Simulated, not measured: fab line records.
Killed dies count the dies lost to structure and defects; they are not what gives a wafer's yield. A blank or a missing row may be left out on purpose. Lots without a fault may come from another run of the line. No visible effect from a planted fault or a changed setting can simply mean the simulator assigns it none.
3 desks, one fault / flow nand-harc / numbers are kept per desk, each desk with only its own; the story behind them comes last

== THE TOOL OWNER'S DESK: cmp-03 ==
The tool's own readings at NHARC_P_M0_CMP_23 (polishes, t overpolish 20 s, target thk 117.53 nm): means of the sampled wafers that have a number, for each lot that ran on this tool. Marked OUT: a lot whose mean sits more than 4 standard deviations from the usual mean, which makes it out of limits; the brackets give that distance.
Columns: A = edge-zone-pressure-frac at NHARC_P_M0_CMP_23, usual 1.000; B = motor-current-A at NHARC_P_M0_CMP_23, usual 12.3 A; C = time-to-endpoint-s at NHARC_P_M0_CMP_23, usual 30.2 s
lot=L164; first seen here=day 6 19:13; A=0.998; B=12.5; C=31.7
lot=L170; first seen here=day 8 06:41; A=1.001; B=11.6; C=28.7
lot=L175; first seen here=day 9 17:50; A=0.998; B=11.6; C=34.3
This desk found nothing out of limits on any of the 3 lots.

== THE METROLOGY DESK ==
Lot by lot, what the gauges showed, no matter which tool ran the lot: averages of those sampled wafers that carry a number. Marked OUT: a lot whose mean sits more than 4 standard deviations from the usual mean, which makes it out of limits; the brackets give that distance.
Columns: A = cd-nm at NHARC_P_M0_CD_MEAS_16, usual 89.9 nm; B = overlay-x-nm at NHARC_P_M1_OVL_MEAS_10, usual -0.1 nm; C = overlay-y-nm at NHARC_P_M1_OVL_MEAS_10, usual 0.1 nm
lot=L162; first seen here=day 6 16:58; A=89.8; B=-0.8; C=0.1
lot=L164; first seen here=day 6 17:26; A=90.0; B=0.5; C=-1.1
lot=L165; first seen here=day 6 17:53; A=90.0; B=0.9; C=-0.1
lot=L168; first seen here=day 7 09:23; A=89.3; B=0.8; C=-0.7
lot=L170; first seen here=day 8 04:59; A=90.2; B=0.2; C=-0.7
lot=L176; first seen here=day 9 02:40; A=89.4; B=-0.7; C=-0.6
lot=L175; first seen here=day 9 16:06; A=89.5; B=-1.1; C=-0.0
lot=L178; first seen here=day 9 22:36; A=89.8; B=-1.3; C=0.4
lot=L179; first seen here=day 10 09:22; A=90.4; B=0.2; C=-0.8
lot=L183; first seen here=day 11 11:23; A=90.3; B=0.1; C=0.1
lot=L184; first seen here=day 11 11:58; A=91.0; B=-0.6; C=-0.0
This desk found nothing out of limits on any of the 11 lots.

== THE DEFECT DESK ==
Inspection counts along the route, by lot: the mean over sampled wafers that carry a number. Marked OUT: a lot whose mean sits more than 4 standard deviations from the usual mean, which makes it out of limits; the brackets give that distance.
Columns: A = raw-defect-count at NHARC_P_M0_INSPECT_27, usual 347; B = raw-defect-count at NHARC_P_M1_INSPECT_11, usual 3.9
lot=L162; first seen here=day 6 19:10; A=267; B=5.0
lot=L164; first seen here=day 6 19:36; A=789; B=4.0
lot=L165; first seen here=day 6 20:19; A=281; B=1.3
lot=L168; first seen here=day 7 11:37; A=214; B=3.0
lot=L170; first seen here=day 8 07:10; A=326; B=8.3
lot=L176; first seen here=day 9 04:50; A=336; B=2.7
lot=L175; first seen here=day 9 18:19; A=1459 (+7.4) OUT; B=1070.0 (+99 or more) OUT
lot=L178; first seen here=day 10 00:46; A=286; B=1.3
lot=L179; first seen here=day 10 11:32; A=215; B=2.7
lot=L183; first seen here=day 11 13:40; A=292; B=4.3
lot=L184; first seen here=day 11 14:08; A=273; B=3.0
This desk finds L175 out of limits, L175 being first, at day 9 18:19 (raw-defect-count at NHARC_P_M0_INSPECT_27). In limits: L162, L164, L165, L168, L170, L176, L178, L179, L183, L184.

== PUT TOGETHER ==
The defect desk could have raised an alarm at day 9 18:19, on L175.
The desk of the tool owner found nothing out of limits.
At the metrology desk, nothing out of limits was observed.
The tool owner's desk has L175 on record, within its limits.
The metrology desk has L175 on record, within its limits.
All the named lots went through NHARC_P_M0_CMP_23 on cmp-03.

== WHAT THE SIMULATOR PUT IN ==
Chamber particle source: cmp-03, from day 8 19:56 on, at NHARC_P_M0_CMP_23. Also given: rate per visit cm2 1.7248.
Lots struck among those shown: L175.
Hours from the fault's start to each desk's first reading out of limits: the defect desk, 22.
